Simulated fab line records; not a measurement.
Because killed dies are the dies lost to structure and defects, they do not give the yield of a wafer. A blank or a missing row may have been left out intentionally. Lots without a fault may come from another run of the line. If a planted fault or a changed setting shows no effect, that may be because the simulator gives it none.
A lot that was struck, set against a sound lot    flow n5-finfet    36 out of 1938 route steps
Sound: these wafers, L469.1, L469.3, L469.6. Struck: wafers L474.2, L474.4, L474.6. At the end, the cause is stated.
At each step with rows: each side's tool, then ch and its chambers, then its first start. Under that, the readings that differ: sound wafers    struck wafers    difference of the means    sigmas: that difference in standard deviations of wafers without a fault.
alike: same words and numbers on both sides, and readings whose means sit less than 2 such deviations apart. not compared: any withheld reading, any reading some wafer has no value for, any bound like >300 that may hide the same value, and any number with overlapping values for which the record gives no deviation.
Wherever a step has rows on one side only, a row that says differs or no value, or a row with sigmas, the two part there. Numbers that don't overlap but have no deviation are shown without sigmas and don't part them. Lack of a reading on every wafer of one side parts them only where that side has two or more wafers.

first, 9 steps without rows for these wafers: N5_BEOL_M4_ANNEAL_95 (time 240 s); N5_BEOL_M4_SPUTTER_96 (material Cu, target thk 4.5 nm, time 8.29 s); N5_BEOL_M4_ECD_50 (material Cu, target thk 300 nm); N5_BEOL_M4_ANNEAL_51 (time 90 s); N5_BEOL_M4_CMP_52 (polishes, stops on SiOC, t overpolish 6.8 s, target thk 40 nm); N5_BEOL_M4_PRE_CLEAN_60 (time 15 s); N5_BEOL_M4_CO_CAP_55 (material Co, precursor CCTBA/H2, target thk 2 nm, time 102.1 s); N5_BEOL_M4_PRE_CLEAN_56 (time 15 s); N5_BEOL_M4_DEP_57 (deposits SiCN from 3MS/NH3, target thk 8 nm, time 14 s).
N5_BEOL_M4_RC_MEAS_101:
  sound on prober-01 ch 0, day 11 15:35; struck on prober-02 ch 0, day 13 15:07
  alike: DIBL_N, DIBL_P, IOFF_N, IOFF_P, ION_N, ION_P, SS_N, SS_P, VT_N, VT_P
then, 24 steps without rows for these wafers: N5_BEOL_M5_ILD_DEP_00 (deposits SiCOH lowk from DEMS/porogen, target thk 140.64 nm, time 25.9 s); N5_BEOL_M5_CURE_79 (cures SiCOH lowk, time 240 s); N5_BEOL_M5_PECVD_70 (deposits SiO2 from TEOS/O2, target thk 16 nm, time 18 s); N5_BEOL_M5_HM_DEP_02 (deposits TiN, target thk 20 nm); N5_BEOL_M5_COAT_59 (time 60 s, resist thk 60 nm); N5_BEOL_M5_COAT_60 (time 60 s, resist thk 12 nm); N5_BEOL_M5_COAT_71 (time 60 s, resist thk 5 nm); N5_BEOL_M5_COAT_05 (resist thk 30 nm); N5_BEOL_M5_EBR_07; N5_BEOL_M5_SOFTBAKE_06 (time 60 s); N5_BEOL_M5_EXPOSE_08 (exposes mask M5, target cd 28 nm); N5_BEOL_M5_PEB_09 (peb time 60 s); N5_BEOL_M5_DEVELOP_10 (develop time 30 s); N5_BEOL_M5_DESCUM_16 (chemistry O2, time 7 s); N5_BEOL_M5_ETCH_72 (etches underlayer in N2/H2, target depth 6.5 nm, time 5.2 s); N5_BEOL_M5_ETCH_61 (etches SiARC in CF4, target depth 15.6 nm, time 26 s); N5_BEOL_M5_ETCH_62 (etches SOC in N2/H2, target depth 75 nm, overetch 15 nm, time 112.5 s); N5_BEOL_M5_STRIP_63 (strips in N2/H2); N5_BEOL_M5_STRIP_73 (strips in N2/H2); N5_BEOL_M5_STRIP_64 (strips in CF4); N5_BEOL_M5_HM_OPEN_17 (chemistry Cl2/BCl3, target TiN, target depth 20 nm, overetch 6 nm); N5_BEOL_M5_STRIP_19 (strips in O2); N5_BEOL_M5_COAT_65 (time 60 s, resist thk 60 nm); N5_BEOL_M5_COAT_66 (time 60 s, resist thk 12 nm).
-- a jump in the record: the struck wafers' starts before and after are 4 days apart (it breaks off in module BEOL_M5 and resumes in module PASSIVATION, where the first step shown is number 1929 of the route) --
N5_PASSIVATION_PASS_ETCH_47: etches SiNx in CF4/O2, target depth 770 nm, time 385 s.
  sound on rie-diel-06 ch 1,2,3, day 15 20:08; struck on rie-diel-06 ch 0,1,2, day 17 22:49
reading                          sound              struck             difference  sigmas
rf-fwd-power-W (W)               532.8 530.9 534.4  406.8 405.8 403.2  -127.4      -80
rf-vpp-V (V)                     246 241 249        276 293 286        +40         +9
showerhead-plenum-p-Torr (Torr)  2.25 2.10 2.09     2.32 2.34 2.25     +0.16       +2
model.etch.depth-nm (nm)         752.2 752 753.4    604.8 619.7 594.5  -146.2      
  alike: cf4-flow-sccm, drypump-motor-current-A, oes-product-au, throttle-valve-pct
  not compared: rf-hours-counter-h
N5_PASSIVATION_PROBE_49:
  record: rows for the struck wafers here (prober-01, day 18 01:53), none for the sound ones

## WHERE THEY PART
At N5_PASSIVATION_PASS_ETCH_47 first; at N5_PASSIVATION_PROBE_49 last (within this record only).

WHY: whatever the simulator had introduced
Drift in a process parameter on rie-diel-06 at N5_PASSIVATION_PASS_ETCH_47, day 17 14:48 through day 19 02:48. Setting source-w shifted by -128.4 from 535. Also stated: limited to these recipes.
